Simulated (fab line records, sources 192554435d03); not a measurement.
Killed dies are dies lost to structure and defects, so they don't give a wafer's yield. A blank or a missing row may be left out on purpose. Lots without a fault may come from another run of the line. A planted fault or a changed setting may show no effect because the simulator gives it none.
fab line records | flow n5_finfet
record lots=22 wafers=66 last_day=18
route steps=1938 shown BEOL_M5@1152 BEOL_M6@1231
lots that met no fault: from a run of the same line without faults
start_h: hours from the record's first day to the start of the lot's first wafer shown | wait_h: hours since the lot's step before | " the same as in the row above | L1.1+2: a row that stands for several wafers | - no value, or no start given | * or withheld: withheld | < > ~ a bound
route shown NAME@n: a module of which the file shows steps, and the number in the route of the first | usual: mean/standard deviation of fault-free wafers | same: alike in all rows | chamber/n: place in a boat | sites: the reading at each site | _std_site: their standard deviation | _edge_site: outer sites' mean less inner sites' | radius_mm: how far each site lies from the wafer's centre | mask NAME#n: copy n | behind: the tool/chamber that last shaped the wafer | hold: why the lot was held/for how many hours/how that ended | device: the transistor (n, p or np) that didn't switch | end of line: the same wafers' tests at the end of the route | a step without rows: its recipe alone | killed: dies lost to structure and defects at the first sort, not the wafer's yield | map: a wafer's dies, x killed, . not, _ none there
set.NAME: the setting as run; set.NAME@STEP: as run at that earlier step | model.NAME: the simulator's own value behind a step, which no gauge read
steps of the route over a sample of lots; a table a step, a row a wafer
services: from which hour (start_h, from the record's first day; less than 0 if before it) a tool's chamber was out of use, for how many hours, and why
## steps
# step N5_BEOL_M5_ETCH_75
# recipe chemistry=N2/H2 target=underlayer target_depth_a=65 mask_material=CAR-EUV time_s=5.2 ion_energy_ev=200 pressure_mtorr=30 source_w=840 bias_w=150 n2_flow_sccm=200 h2_flow_sccm=200 ends=cleared
# usual drypump_motor_current_A=5.8/0.37 etch_rf_on_time_s=5.26/0.15 h2_flow_sccm=200.0/0.65 oes_product_au=0.69/0.074 rf_vpp_V=524.5/2.6 showerhead_plenum_p_Torr=2.56/0.083 throttle_valve_pct=17.90/0.27
# columns lot.wafer tool chamber start_h wait_h drypump_motor_current_A etch_rf_on_time_s h2_flow_sccm oes_product_au rf_hours_counter_h rf_vpp_V showerhead_plenum_p_Torr throttle_valve_pct
L076.1 rie_diel-02 3 191.95 0.0 5.9 5.34 200.5 0.75 40 525.1 2.60 17.76
L076.3 " 0 " " 6.5 5.39 200.2 0.59 228 519.1 2.40 18.02
L076.6 " 3 " " 5.9 5.28 199.8 0.74 - 524.5 2.60 17.78
L077.1 rie_diel-06 0 195.93 0.0 5.9 4.99 200.6 0.77 34 527.5 2.59 17.39
L077.3 " 3 " " 5.9 5.27 200.5 0.72 73 521.3 2.47 18.29
L077.6 " 3 " " 5.8 5.26 201.0 0.72 - 519.7 2.47 18.29
L075.2 rie_diel-02 1 198.47 0.0 5.9 5.35 200.4 0.63 154 521.1 2.54 18.19
L075.4 " 3 " " 5.9 5.25 199.9 0.76 42 526.7 2.60 17.79
L075.6 " 0 " " 6.5 5.31 199.1 0.59 - 519.8 2.39 18.02
L078.3 rie_diel-02 2 206.51 0.0 5.3 5.38 200.2 0.76 32 524.4 2.60 17.84
L078.4 " 1 " " 5.9 5.29 200.0 0.63 155 523.6 2.54 18.20
L078.5 " 2 " " 5.3 5.38 199.7 0.75 - 524.9 2.60 17.81
L080.1 rie_diel-02 3 215.32 0.0 5.9 5.30 200.4 0.74 47 524.9 2.59 17.75
L080.3 " 1 " " 5.9 5.31 200.4 0.62 158 524.3 2.54 18.19
L080.6 " 0 " " 6.6 5.39 200.2 0.59 - 521.3 2.39 18.03
L074.1 rie_diel-04 0 218.57 0.0 6.3 5.39 199.8 0.56 269 519.1 2.40 18.26
L074.5 " 0 " " 6.3 5.36 200.3 0.57 - 519.9 2.40 18.29
L074.6 " 3 " " 5.5 4.92 200.1 0.72 - 525.3 2.59 17.69
L081.2 rie_diel-06 0 222.41 0.0 5.9 4.94 200.4 0.76 43 525.5 2.58 17.39
L081.3 " 2 " " 6.0 5.38 200.1 0.62 147 524.3 2.65 17.63
L081.5 " 3 " " 5.8 5.15 200.0 0.71 - 522.7 2.47 18.32
L079.3 rie_diel-02 1 223.01 0.0 5.9 5.33 199.6 0.63 161 526.5 2.54 18.19
L079.4 " 3 " " 5.9 5.31 199.1 0.74 50 526.1 2.59 17.77
L079.6 " 3 " " 5.9 5.32 200.7 0.73 - 526.4 2.59 17.79
L082.1 rie_diel-02 2 225.07 0.0 5.2 5.33 199.9 0.76 39 521.9 2.59 17.84
L082.2 " 3 " " 5.9 5.23 198.8 0.75 51 526.2 2.59 17.77
L082.4 " 1 " " 5.9 5.26 200.3 0.63 162 526.5 2.54 18.21
L084.1 rie_diel-04 2 245.33 0.0 5.4 5.15 199.8 0.67 134 526.0 2.67 17.97
L084.2 " 1 " " 5.8 5.28 200.3 0.56 266 522.7 2.51 18.21
L084.6 " 1 " " 5.8 5.23 200.8 0.57 - 521.8 2.51 18.21
L083.1 rie_diel-02 0 245.46 0.0 6.5 5.34 200.4 0.59 244 518.9 2.39 18.03
L083.2 " 2 " " 5.3 5.43 200.7 0.74 45 524.7 2.59 17.84
L083.4 " 3 " " 5.9 5.29 199.7 0.74 57 523.9 2.59 17.78
L086.1 rie_diel-06 0 264.31 0.0 5.9 4.99 201.3 0.74 55 526.0 2.58 17.43
L086.3 " 2 " " 6.0 5.49 200.7 0.61 160 525.9 2.65 17.66
L086.6 " 3 " " 5.8 5.37 200.0 0.68 - 522.4 2.47 18.35
L088.2 rie_diel-06 3 281.87 0.0 5.9 5.36 200.2 0.68 99 521.0 2.46 18.35
L088.3 " 0 " " 5.9 5.07 199.8 0.72 60 526.7 2.58 17.43
L088.5 " 0 " " 5.9 5.05 200.8 0.73 - 528.1 2.58 17.40
L087.1 rie_diel-06 3 288.42 0.0 5.9 5.33 199.9 0.67 100 520.4 2.46 18.37
L087.3 " 0 " " 5.9 5.08 201.1 0.71 62 525.1 2.58 17.42
L087.6 " 2 " " 5.9 5.47 200.3 0.60 - 525.1 2.64 17.68
L090.1 rie_diel-06 0 288.81 0.0 5.8 5.05 200.4 0.73 62 527.7 2.58 17.42
L090.4 " 2 " " 5.9 5.45 199.3 0.60 166 527.1 2.65 17.69
L090.5 " 0 " " 5.9 5.07 199.9 0.73 - 528.0 2.58 17.42
L091.3 rie_diel-02 2 294.71 0.0 5.2 5.43 199.9 0.72 60 527.1 2.58 17.90
L091.5 " 2 " " 5.2 5.41 200.6 0.72 - 525.4 2.58 17.88
L091.6 " 1 " " 5.9 5.39 198.4 0.61 - 523.8 2.53 18.23
L092.3 rie_diel-02 0 295.12 0.0 6.5 5.06 198.8 0.83 4 528.1 2.70 17.63
L092.4 " 1 " " 5.9 5.33 200.5 0.60 183 524.3 2.53 18.25
L092.6 " 2 " " 5.2 5.33 200.8 0.72 - 524.5 2.58 17.89
L093.1 rie_diel-02 0 313.98 0.0 6.5 5.07 199.3 0.81 11 528.1 2.70 17.63
L093.2 " 3 " " 5.9 5.35 199.5 0.69 81 525.7 2.58 17.83
L093.4 " 1 " " 5.9 5.39 198.6 0.61 190 522.1 2.52 18.26
L094.1 rie_diel-02 3 320.67 0.0 5.9 5.34 199.7 0.70 83 525.4 2.58 17.83
L094.2 " 0 " " 6.5 5.04 199.0 0.82 13 528.8 2.70 17.66
L094.5 " 2 " " 5.3 5.38 199.3 0.71 - 524.5 2.58 17.89
L095.2 rie_diel-04 3 324.27 0.0 5.4 4.91 198.4 0.70 108 525.9 2.57 17.74
L095.3 " 2 " " 5.4 5.16 199.5 0.64 158 525.2 2.66 18.00
L095.4 " 1 " " 5.8 5.15 199.7 0.81 13 522.8 2.50 17.70
L097.2 rie_diel-02 2 329.92 0.0 5.3 5.34 200.9 0.70 72 526.1 2.58 17.88
L097.4 " 1 " " 5.9 5.34 199.5 0.60 195 524.1 2.52 18.26
L097.5 " 2 " " 5.3 5.36 200.6 0.72 - 525.9 2.58 17.90
L096.2 rie_diel-06 0 330.18 0.0 5.9 5.02 199.1 0.71 75 525.4 2.57 17.44
L096.3 " 1 " " 5.9 5.20 200.7 0.77 39 525.6 2.69 17.75
L096.4 " 3 " " 5.9 5.29 200.0 0.67 114 521.4 2.46 18.37
# step N5_BEOL_M5_ETCH_68
# recipe chemistry=N2/H2 target=SOC target_depth_a=800 overetch_a=160 mask_material=SiARC temp_c=40 time_s=120 ion_energy_ev=200 pressure_mtorr=30 source_w=840 bias_w=150 n2_flow_sccm=200 h2_flow_sccm=200
# usual drypump_motor_current_A=5.8/0.37 h2_flow_sccm=200.0/0.61 oes_product_au=0.62/0.063 rf_vpp_V=524.3/2.3 showerhead_plenum_p_Torr=2.56/0.083 throttle_valve_pct=17.86/0.27
# columns lot.wafer tool chamber start_h wait_h drypump_motor_current_A h2_flow_sccm oes_product_au rf_hours_counter_h rf_vpp_V showerhead_plenum_p_Torr throttle_valve_pct
L076.1 rie_diel-02 3 192.00 0.0 5.9 200.2 0.69 40 524.6 2.60 17.74
L076.3 " 0 " " 6.6 199.8 0.54 228 520.2 2.40 17.99
L076.6 " 3 " " 5.9 200.7 0.68 - 524.7 2.60 17.72
L077.1 rie_diel-06 0 195.98 0.0 5.9 199.8 0.67 34 524.7 2.59 17.34
L077.3 " 3 " " 5.9 200.4 0.64 73 521.4 2.47 18.26
L077.6 " 3 " " 5.9 200.6 0.64 - 522.5 2.47 18.26
L075.2 rie_diel-02 1 198.52 0.0 5.9 199.0 0.57 154 523.9 2.54 18.15
L075.4 " 3 " " 5.9 199.6 0.68 42 527.3 2.60 17.72
L075.6 " 0 " " 6.5 199.7 0.54 - 519.2 2.39 17.98
L078.3 rie_diel-02 2 206.55 0.0 5.2 199.3 0.69 32 524.0 2.60 17.79
L078.4 " 1 " " 5.9 199.7 0.57 155 522.5 2.54 18.14
L078.5 " 2 " " 5.2 199.1 0.69 - 523.8 2.60 17.78
L080.1 rie_diel-02 3 215.37 0.0 6.0 199.2 0.68 47 525.3 2.59 17.74
L080.3 " 1 " " 5.9 199.7 0.57 159 524.0 2.54 18.19
L080.6 " 0 " " 6.5 200.5 0.54 - 521.5 2.39 17.99
L074.1 rie_diel-04 0 218.61 0.0 6.3 200.5 0.52 269 518.7 2.40 18.23
L074.5 " 0 " " 6.3 200.2 0.52 - 518.0 2.40 18.25
L074.6 " 3 " " 5.4 199.4 0.63 - 525.0 2.59 17.66
L081.2 rie_diel-06 0 222.45 0.0 5.9 199.6 0.66 43 526.3 2.58 17.35
L081.3 " 2 " " 6.0 199.9 0.57 147 527.0 2.65 17.63
L081.5 " 3 " " 5.9 200.0 0.63 - 522.4 2.47 18.27
L079.3 rie_diel-02 1 223.05 0.0 5.9 199.5 0.57 162 524.3 2.54 18.15
L079.4 " 3 " " 5.9 201.1 0.67 50 525.1 2.59 17.74
L079.6 " 3 " " 5.9 200.0 0.67 - 525.2 2.59 17.75
L082.1 rie_diel-02 2 225.11 0.0 5.2 199.1 0.69 39 525.5 2.59 17.81
L082.2 " 3 " " 5.9 200.3 0.68 51 524.9 2.59 17.74
L082.4 " 1 " " 5.9 199.8 0.57 162 524.4 2.54 18.16
L084.1 rie_diel-04 2 245.38 0.0 5.4 199.7 0.58 134 527.3 2.67 17.92
L084.2 " 1 " " 5.8 200.3 0.51 266 522.3 2.50 18.19
L084.6 " 1 " " 5.8 199.8 0.51 - 522.0 2.51 18.18
L083.1 rie_diel-02 0 245.51 0.0 6.6 199.4 0.54 244 520.2 2.39 18.02
L083.2 " 2 " " 5.3 199.9 0.68 45 524.6 2.59 17.81
L083.4 " 3 " " 5.9 200.4 0.67 57 525.0 2.59 17.74
L086.1 rie_diel-06 0 264.36 0.0 5.9 199.7 0.65 55 524.5 2.58 17.37
L086.3 " 2 " " 5.9 199.8 0.56 160 526.6 2.65 17.60
L086.6 " 3 " " 5.8 199.1 0.63 - 520.1 2.47 18.29
L088.2 rie_diel-06 3 281.92 0.0 5.9 199.5 0.62 99 521.7 2.46 18.29
L088.3 " 0 " " 5.9 199.3 0.65 61 525.1 2.58 17.39
L088.5 " 0 " " 5.9 199.6 0.64 - 524.3 2.58 17.39
L087.1 rie_diel-06 3 288.47 0.0 5.9 199.9 0.62 100 520.7 2.46 18.30
L087.3 " 0 " " 5.9 199.8 0.64 62 524.3 2.58 17.39
L087.6 " 2 " " 5.9 200.3 0.56 - 527.9 2.65 17.64
L090.1 rie_diel-06 0 288.86 0.0 5.9 199.9 0.64 62 525.0 2.58 17.41
L090.4 " 2 " " 5.9 201.3 0.56 166 527.6 2.65 17.65
L090.5 " 0 " " 5.8 199.9 0.64 - 523.2 2.58 17.39
L091.3 rie_diel-02 2 294.75 0.0 5.3 201.4 0.66 60 524.5 2.58 17.83
L091.5 " 2 " " 5.3 201.5 0.66 - 524.9 2.58 17.85
L091.6 " 1 " " 5.9 199.4 0.56 - 522.8 2.53 18.19
L092.3 rie_diel-02 0 295.16 0.0 6.5 199.3 0.74 4 527.5 2.70 17.59
L092.4 " 1 " " 5.9 200.0 0.56 183 523.0 2.53 18.20
L092.6 " 2 " " 5.2 199.6 0.66 - 525.3 2.58 17.82
L093.1 rie_diel-02 0 314.02 0.0 6.6 201.3 0.73 11 528.5 2.70 17.62
L093.2 " 3 " " 5.9 200.1 0.64 81 525.7 2.58 17.80
L093.4 " 1 " " 5.9 200.1 0.56 190 523.1 2.52 18.21
L094.1 rie_diel-02 3 320.72 0.0 5.9 199.0 0.64 83 525.0 2.58 17.79
L094.2 " 0 " " 6.5 199.2 0.72 13 528.3 2.70 17.61
L094.5 " 2 " " 5.2 199.6 0.65 - 524.2 2.58 17.86
L095.2 rie_diel-04 3 324.31 0.0 5.4 200.7 0.61 108 524.4 2.57 17.72
L095.3 " 2 " " 5.4 199.8 0.57 158 526.9 2.66 17.95
L095.4 " 1 " " 5.8 200.5 0.72 13 523.1 2.50 17.67
L097.2 rie_diel-02 2 329.96 0.0 5.3 199.9 0.65 72 524.1 2.58 17.84
L097.4 " 1 " " 5.9 199.8 0.55 195 523.9 2.52 18.21
L097.5 " 2 " " 5.2 200.0 0.64 - 524.3 2.58 17.84
L096.2 rie_diel-06 0 330.23 0.0 5.9 200.3 0.64 75 523.5 2.57 17.43
L096.3 " 1 " " 5.9 200.7 0.70 39 527.2 2.69 17.71
L096.4 " 3 " " 5.9 200.8 0.61 114 521.9 2.46 18.32
# step N5_BEOL_M5_ANNEAL_49
# recipe temp_c=400 time_s=1800 ambient=vacuum
# usual heater_power_w=800/79
# columns lot.wafer tool chamber start_h wait_h heater_power_w
L076.1 pvd_sputter-01 - 193.77 0.0 816
L076.3 " - " " 804
L076.6 " - " " 799
L077.1 pvd_sputter-02 - 198.55 0.0 723
L077.3 " - " " 745
L077.6 " - " " 932
L075.2 pvd_sputter-03 - 202.05 0.0 715
L075.4 " - " " 792
L075.6 " - " " 795
L078.3 pvd_sputter-03 - 208.39 0.0 809
L078.4 " - " " 709
L078.5 " - " " 713
L080.1 pvd_sputter-02 - 218.85 0.0 939
L080.3 " - " " 727
L080.6 " - " " 740
L074.1 pvd_sputter-01 - 220.80 0.0 814
L074.5 " - " " 784
L074.6 " - " " 818
L081.2 pvd_sputter-03 - 224.75 0.0 693
L081.3 " - " " 813
L081.5 " - " " 726
L079.3 pvd_sputter-01 - 225.23 0.0 821
L079.4 " - " " 852
L079.6 " - " " 799
L082.1 pvd_sputter-02 - 227.19 0.0 902
L082.2 " - " " 745
L082.4 " - " " 950
L084.1 pvd_sputter-02 - 246.92 0.0 901
L084.2 " - " " 723
L084.6 " - " " 727
L083.1 pvd_sputter-03 - 247.29 0.0 800
L083.2 " - " " 691
L083.4 " - " " 805
L086.1 pvd_sputter-03 - 267.09 0.0 811
L086.3 " - " " 730
L086.6 " - " " 778
L088.2 pvd_sputter-02 - 284.81 0.0 737
L088.3 " - " " 938
L088.5 " - " " 744
L087.1 pvd_sputter-03 - 290.35 0.0 716
L087.3 " - " " 786
L087.6 " - " " 795
L090.1 pvd_sputter-02 - 292.06 0.0 900
L090.4 " - " " 939
L090.5 " - " " 745
L091.3 pvd_sputter-02 - 296.56 0.0 948
L091.5 " - " " 982
L091.6 " - " " 722
L092.3 pvd_sputter-03 - 297.14 0.0 791
L092.4 " - " " 709
L092.6 " - " " 790
L093.1 pvd_sputter-02 - 315.81 0.0 744
L093.2 " - " " 745
L093.4 " - " " 921
L094.1 pvd_sputter-01 - 322.62 0.0 794
L094.2 " - " " 846
L094.5 " - " " 820
L095.2 pvd_sputter-02 - 326.69 0.0 710
L095.3 " - " " 742
L095.4 " - " " 906
L097.2 pvd_sputter-01 - 331.70 0.0 836
L097.4 " - " " 834
L097.5 " - " " 799
L096.2 pvd_sputter-02 - 331.97 0.0 727
L096.3 " - " " 946
L096.4 " - " " 700
# step N5_BEOL_M5_SPUTTER_81
# recipe material=Cu target_thk_a=150 temp_c=-20 chamber_pressure_pa=0.07 power_w=withheld time_s=27.62
# usual throttle_valve_pct=29.6/0.93
# columns lot.wafer tool chamber start_h wait_h throttle_valve_pct
L076.1 pvd_sputter-01 - 194.78 0.5 30.9
L076.3 " - " " 31.6
L076.6 " - " " 29.2
L077.1 pvd_sputter-02 - 199.55 0.5 29.8
L077.3 " - " " 29.3
L077.6 " - " " 29.1
L075.2 pvd_sputter-03 - 203.05 0.5 30.2
L075.4 " - " " 29.9
L075.6 " - " " 28.6
L078.3 pvd_sputter-03 - 209.40 0.5 28.7
L078.4 " - " " 30.2
L078.5 " - " " 30.3
L080.1 pvd_sputter-02 - 219.85 0.5 29.2
L080.3 " - " " 29.8
L080.6 " - " " 29.8
L074.1 pvd_sputter-01 - 221.81 0.5 31.7
L074.5 " - " " 30.7
L074.6 " - " " 30.8
L081.2 pvd_sputter-03 - 225.84 0.5 30.4
L081.3 " - " " 28.5
L081.5 " - " " 30.3
L079.3 pvd_sputter-01 - 226.23 0.5 31.9
L079.4 " - " " 30.5
L079.6 " - " " 31.7
L082.1 pvd_sputter-02 - 228.20 0.5 28.2
L082.2 " - " " 29.9
L082.4 " - " " 29.0
L084.1 pvd_sputter-02 - 247.93 0.5 28.1
L084.2 " - " " 29.8
L084.6 " - " " 30.0
L083.1 pvd_sputter-03 - 248.30 0.5 28.7
L083.2 " - " " 30.1
L083.4 " - " " 30.1
L086.1 pvd_sputter-03 - 268.09 0.5 28.7
L086.3 " - " " 30.4
L086.6 " - " " 28.4
L088.2 pvd_sputter-02 - 285.82 0.5 30.1
L088.3 " - " " 28.9
L088.5 " - " " 30.2
L087.1 pvd_sputter-03 - 291.36 0.5 30.4
L087.3 " - " " 29.9
L087.6 " - " " 28.7
L090.1 pvd_sputter-02 - 293.06 0.5 28.2
L090.4 " - " " 29.0
L090.5 " - " " 29.9
L091.3 pvd_sputter-02 - 297.57 0.5 29.1
L091.5 " - " " 29.0
L091.6 " - " " 30.0
L092.3 pvd_sputter-03 - 298.14 0.5 29.8
L092.4 " - " " 30.3
L092.6 " - " " 30.0
L093.1 pvd_sputter-02 - 316.82 0.5 29.2
L093.2 " - " " 30.0
L093.4 " - " " 28.0
L094.1 pvd_sputter-01 - 323.63 0.5 29.1
L094.2 " - " " 30.5
L094.5 " - " " 30.6
L095.2 pvd_sputter-02 - 327.70 0.5 29.8
L095.3 " - " " 29.3
L095.4 " - " " 28.1
L097.2 pvd_sputter-01 - 332.70 0.5 30.7
L097.4 " - " " 30.9
L097.5 " - " " 29.2
L096.2 pvd_sputter-02 - 332.97 0.5 28.9
L096.3 " - " " 28.9
L096.4 " - " " 29.7
# step N5_BEOL_M5_RS_MEAS_57
# recipe thk_meas_gauge=four-point-probe reads=Co_of_BEOL_M5_CO_CAP_78+Cu_of_BEOL_M5_ECD_50+Co_of_BEOL_M5_CVD_47+TaN_of_BEOL_M5_ALD_86
# usual M5_RS=0.396/0.016
# columns lot.wafer tool chamber start_h wait_h M5_RS[ohm/sq]
L076.1 film_metro-01 - 199.91 0.0 0.396
L076.3 " - " " 0.406
L076.6 " - " " 0.403
L077.1 film_metro-02 - 204.49 0.0 0.381
L077.3 " - " " 0.398
L077.6 " - " " 0.389
L075.2 film_metro-02 - 207.37 0.1 0.391
L075.4 " - " " 0.406
L075.6 " - " " 0.409
L078.3 film_metro-02 - 214.32 0.1 0.416
L078.4 " - " " 0.405
L078.5 " - " " 0.395
L080.1 film_metro-02 - 224.27 0.0 0.377
L080.3 " - " " 0.388
L080.6 " - " " 0.407
L074.1 film_metro-02 - 227.25 0.0 0.404
L074.5 " - " " 0.404
L074.6 " - " " 0.370
L081.2 film_metro-01 - 230.61 0.2 0.392
L081.3 " - " " 0.409
L081.5 " - " " 0.395
L079.3 film_metro-01 - 230.62 0.1 0.401
L079.4 " - " " 0.414
L079.6 " - " " 0.420
L082.1 film_metro-02 - 232.68 0.0 0.402
L082.2 " - " " 0.422
L082.4 " - " " 0.411
L084.1 film_metro-01 - 252.26 0.0 0.381
L084.2 " - " " 0.398
L084.6 " - " " 0.398
L083.1 film_metro-02 - 252.66 0.1 0.406
L083.2 " - " " 0.396
L083.4 " - " " 0.395
L086.1 film_metro-02 - 272.47 0.0 0.381
L086.3 " - " " 0.435
L086.6 " - " " 0.396
L088.2 film_metro-01 - 290.20 0.1 0.400
L088.3 " - " " 0.400
L088.5 " - " " 0.387
L087.1 film_metro-01 - 295.70 0.1 0.391
L087.3 " - " " 0.369
L087.6 " - " " 0.416
L090.1 film_metro-01 - 298.03 0.0 0.372
L090.4 " - " " 0.417
L090.5 " - " " 0.381
L091.3 film_metro-01 - 301.89 0.1 0.416
L091.5 " - " " 0.403
L091.6 " - " " 0.388
L092.3 film_metro-01 - 302.51 0.1 0.380
L092.4 " - " " 0.396
L092.6 " - " " 0.400
L093.1 film_metro-01 - 321.13 0.0 0.371
L093.2 " - " " 0.417
L093.4 " - " " 0.413
L094.1 film_metro-01 - 328.46 0.0 0.406
L094.2 " - " " 0.371
L094.5 " - " " 0.408
L095.2 film_metro-02 - 332.02 0.1 0.363
L095.3 " - " " 0.379
L095.4 " - " " 0.378
L097.2 film_metro-02 - 337.15 0.1 0.396
L097.4 " - " " 0.410
L097.5 " - " " 0.390
L096.2 film_metro-02 - 337.47 0.1 0.370
L096.3 " - " " 0.394
L096.4 " - " " 0.379
# step N5_BEOL_M6_ETCH_72
# recipe chemistry=N2/H2 target=underlayer target_depth_a=65 mask_material=CAR-EUV time_s=5.2 ion_energy_ev=200 pressure_mtorr=30 source_w=840 bias_w=150 n2_flow_sccm=200 h2_flow_sccm=200 ends=cleared
# usual drypump_motor_current_A=5.5/0.5 etch_rf_on_time_s=5.19/0.14 h2_flow_sccm=199.9/0.56 oes_product_au=0.66/0.051 rf_vpp_V=525.0/2.4 showerhead_plenum_p_Torr=2.59/0.072 throttle_valve_pct=17.96/0.1
# columns lot.wafer tool chamber start_h wait_h drypump_motor_current_A etch_rf_on_time_s h2_flow_sccm oes_product_au rf_hours_counter_h rf_vpp_V showerhead_plenum_p_Torr throttle_valve_pct
L076.1 rie_diel-05 1 204.24 0.0 5.7 5.05 199.3 0.73 79 521.5 2.48 18.03
L076.3 " 2 " " 5.6 4.85 200.3 0.76 58 529.3 2.71 17.94
L076.6 " 2 " " 5.6 4.81 199.4 0.75 - 526.3 2.71 17.94
L077.1 rie_diel-03 3 209.95 0.0 6.3 5.16 200.3 0.58 247 518.7 2.41 18.21
L077.3 " 1 " " 5.2 5.28 199.7 0.66 125 523.0 2.57 17.99
L077.6 " 1 " " 5.2 5.29 199.5 0.67 - 525.7 2.57 17.99
L075.2 rie_diel-03 2 212.25 0.0 5.3 5.31 200.9 0.64 131 525.4 2.54 18.07
L075.4 " 0 " " 5.7 5.05 200.4 0.66 154 523.8 2.66 18.01
L075.6 " 1 " " 5.2 5.22 200.6 0.68 - 524.7 2.57 17.98
L078.3 rie_diel-01 1 218.87 0.0 5.3 5.22 198.6 0.71 63 524.9 2.58 17.79
L078.4 " 3 " " 5.4 5.21 199.5 0.60 203 525.1 2.63 17.89
L078.5 " 1 " " 5.3 5.20 199.5 0.71 - 526.5 2.58 17.78
L080.1 rie_diel-01 1 231.63 0.0 5.2 5.16 199.8 0.71 68 524.9 2.58 17.79
L080.3 " 3 " " 5.3 5.17 199.5 0.59 207 527.8 2.62 17.89
L080.6 " 3 " " 5.3 5.14 199.0 0.60 - 524.4 2.62 17.91
L074.1 rie_diel-05 3 234.53 0.0 4.6 5.33 200.1 0.70 83 527.4 2.68 17.89
L074.5 " 1 " " 5.7 5.03 199.9 0.71 - 521.0 2.48 18.01
L074.6 " 2 " " 5.6 4.80 200.1 0.74 - 527.4 2.70 17.97
L081.2 rie_diel-03 2 234.57 0.0 5.3 5.27 200.1 0.62 141 523.0 2.54 18.10
L081.3 " 0 " " 5.7 5.10 200.3 0.64 165 526.1 2.65 18.03
L081.5 " 0 " " 5.7 5.15 199.8 0.63 - 525.9 2.65 18.01
L079.3 rie_diel-01 2 234.62 0.0 4.9 5.18 200.9 0.60 199 527.5 2.61 18.03
L079.4 " 1 " " 5.2 5.12 199.3 0.70 69 523.7 2.58 17.80
L079.6 " 2 " " 4.9 5.18 199.8 0.61 - 527.5 2.61 18.00
L082.1 rie_diel-03 2 244.84 0.0 5.3 5.34 199.9 0.62 145 522.8 2.53 18.10
L082.2 " 0 " " 5.7 5.11 199.9 0.64 169 526.3 2.65 18.05
L082.4 " 3 " " 6.4 5.02 199.7 0.86 4 527.5 2.73 17.81
L083.1 rie_diel-01 1 256.83 0.0 5.2 5.15 200.5 0.70 72 522.5 2.58 17.81
L083.2 " 2 " " 4.9 5.16 200.4 0.61 202 526.1 2.60 18.05
L083.4 " 0 " " 6.4 5.32 199.0 0.67 118 522.1 2.57 17.85
L084.1 rie_diel-05 0 256.88 0.0 6.2 5.36 200.6 0.67 103 521.8 2.45 17.98
L084.2 " 3 " " 4.6 5.34 199.0 0.69 91 525.5 2.67 17.91
L084.6 " 0 " " 6.2 5.36 198.7 0.68 - 522.3 2.45 17.98
L086.1 rie_diel-05 2 276.04 0.0 5.6 4.84 200.0 0.72 85 528.4 2.70 17.97
L086.3 " 3 " " 4.6 5.29 199.4 0.68 100 530.4 2.67 17.92
L086.6 " 2 " " 5.6 4.88 199.8 0.72 - 528.1 2.70 17.99
L088.2 rie_diel-01 1 299.09 0.0 5.2 5.20 200.1 0.69 86 526.8 2.57 17.83
L088.3 " 0 " " 6.4 5.34 201.0 0.65 134 524.4 2.57 17.87
L088.5 " 3 " " 5.3 5.16 200.2 0.59 - 527.2 2.61 17.91
L087.1 rie_diel-01 2 299.78 0.0 4.9 5.14 199.8 0.61 218 524.3 2.60 18.07
L087.3 " 3 " " 5.3 5.13 200.5 0.59 227 525.9 2.61 17.93
L087.6 " 0 " " 6.4 5.34 200.7 0.64 - 523.7 2.57 17.88
L090.1 rie_diel-05 3 303.28 0.0 4.6 5.40 200.4 0.67 110 527.1 2.66 17.93
L090.4 " 1 " " 5.7 5.08 200.9 0.68 111 521.9 2.47 18.10
L090.5 " 0 " " 6.2 5.37 199.5 0.66 - 522.9 2.44 18.01
L091.3 rie_diel-01 3 306.18 0.0 5.4 5.15 200.1 0.59 229 525.7 2.61 17.95
L091.5 " 0 " " 6.4 5.38 200.3 0.65 - 524.1 2.57 17.87
L091.6 " 1 " " 5.2 5.17 200.9 0.69 - 525.6 2.57 17.81
L092.3 rie_diel-05 0 306.53 0.0 6.2 5.38 199.8 0.66 116 521.5 2.44 18.02
L092.4 " 1 " " 5.7 5.03 200.4 0.70 113 520.5 2.47 18.05
L092.6 " 2 " " 5.6 4.97 200.3 0.69 - 527.5 2.69 18.00
L093.1 rie_diel-03 0 324.84 0.0 5.7 5.09 200.0 0.62 197 526.1 2.64 18.07
L093.2 " 1 " " 5.2 5.29 200.4 0.65 166 525.9 2.55 18.07
L093.4 " 3 " " 6.3 4.94 200.2 0.79 33 528.7 2.71 17.88
L094.1 rie_diel-01 3 335.57 0.0 5.3 5.15 200.1 0.59 238 526.1 2.61 17.96
L094.2 " 1 " " 5.3 5.18 199.9 0.68 99 522.3 2.57 17.86
L094.5 " 1 " " 5.3 5.20 199.7 0.68 - 525.0 2.57 17.83
L095.2 rie_diel-03 2 337.75 0.0 5.3 5.30 200.5 0.61 177 523.7 2.52 18.17
L095.3 " 0 " " 5.7 5.09 199.7 0.61 203 524.9 2.64 18.09
L095.4 " 2 " " 5.3 5.32 200.5 0.60 - 524.7 2.52 18.17
L096.2 rie_diel-03 2 345.26 0.0 5.3 5.31 200.8 0.62 180 521.4 2.52 18.17
L096.3 " 0 " " 5.7 5.08 200.0 0.61 206 525.5 2.64 18.08
L096.4 " 3 " " 6.3 4.97 200.7 0.77 - 529.4 2.71 17.88
L097.2 rie_diel-01 0 345.30 0.0 6.4 5.35 200.7 0.64 148 523.1 2.56 17.90
L097.4 " 3 " " 5.3 5.24 200.7 0.57 241 523.8 2.61 17.96
L097.5 " 2 " " 5.0 5.15 199.2 0.59 - 526.7 2.59 18.07
## services
# columns tool chamber start_h hours kind
rie_diel-01 0 168.70 6.0 repair
rie_diel-06 1 180.43 - clean
rie_diel-06 1 180.43 - consumable_replace:focus_ring
rie_diel-06 1 180.43 - consumable_replace:showerhead
rie_diel-02 1 183.49 5.8 repair
rie_diel-02 - 199.34 2.8 pm
rie_diel-03 3 216.77 - clean
rie_diel-03 3 216.77 - consumable_replace:focus_ring
rie_diel-03 3 216.77 - consumable_replace:showerhead
rie_diel-03 3 216.77 18.6 scheduled_down
rie_diel-03 3 216.77 18.6 vent_cycle
rie_diel-01 0 228.17 6.0 repair
rie_diel-04 0 228.92 - clean
rie_diel-01 - 238.12 15.6 pm
rie_diel-06 1 256.96 4.2 repair
rie_diel-01 1 263.76 3.0 repair
rie_diel-02 0 265.89 - clean
rie_diel-02 0 265.89 - consumable_replace:focus_ring
rie_diel-02 0 265.89 - consumable_replace:showerhead
rie_diel-02 0 265.89 15.8 scheduled_down
rie_diel-02 0 265.89 15.8 vent_cycle
rie_diel-06 - 301.29 2.1 repair
rie_diel-01 - 322.39 0.2 repair
rie_diel-03 1 336.08 13.1 repair
## key
fault none
